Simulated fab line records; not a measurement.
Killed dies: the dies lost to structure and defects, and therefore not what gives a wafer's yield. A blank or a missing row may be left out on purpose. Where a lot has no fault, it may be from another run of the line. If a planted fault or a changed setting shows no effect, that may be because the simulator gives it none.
Chamber matching ; flow n5-finfet ; 3 sister chambers for N5_BEOL_M5_CURE_80 on uv-cure-01
The step cures SiCOH lowk, time 120 s. 3 wafers are shown with their chamber, then 12 later ones without.

== EACH WAFER AND ITS CHAMBER ==
wafer;chamber;wafer_temp_C_max
L092.5;0;372.0
L093.6;2;371.2
L094.6;1;371.1

== WAFERS MISSING THEIR CHAMBER ==
wafer;wafer_temp_C_max
L076.2;371.5
L076.3;372.4
L076.5;371.6
L095.1;372.0
L095.3;371.4
L095.6;372.0
L096.1;371.4
L096.3;371.8
L096.4;371.9
L096.2;371.9
L096.5;372.2
L096.6;371.5

== WHICH CHAMBER EACH ONE RAN IN ==
wafer;from the rows above;in truth
L076.2;can't be placed: 2 or 1 or 0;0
L076.3;0;0
L076.5;can't be placed: 0 or 2 or 1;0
L095.1;0;0
L095.3;can't be placed: 2 or 1 or 0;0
L095.6;0;0
L096.1;can't be placed: 2 or 1 or 0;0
L096.3;can't be placed: 0 or 2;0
L096.4;0;0
L096.2;0;0
L096.5;0;0
L096.6;can't be placed: 2 or 1 or 0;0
Placed correctly: 6 of 12. Unplaceable from these rows: 6, with the true chamber sitting among the candidates in 6. Number placed wrongly: 0.
How it was worked out, from the rows above alone: a wafer's distance from a chamber is the root of the sum, over the readings, of the square of ((its reading less the chamber's mean) divided by the reading's scatter). The wafer belongs to the nearest chamber; if the next one is less than 2 further off, it can't be placed. Each chamber's mean is taken over the wafers shown for it. The scatter: root of mean squared gap, hidden wafer to nearest shown wafer, with one shown wafer a chamber.
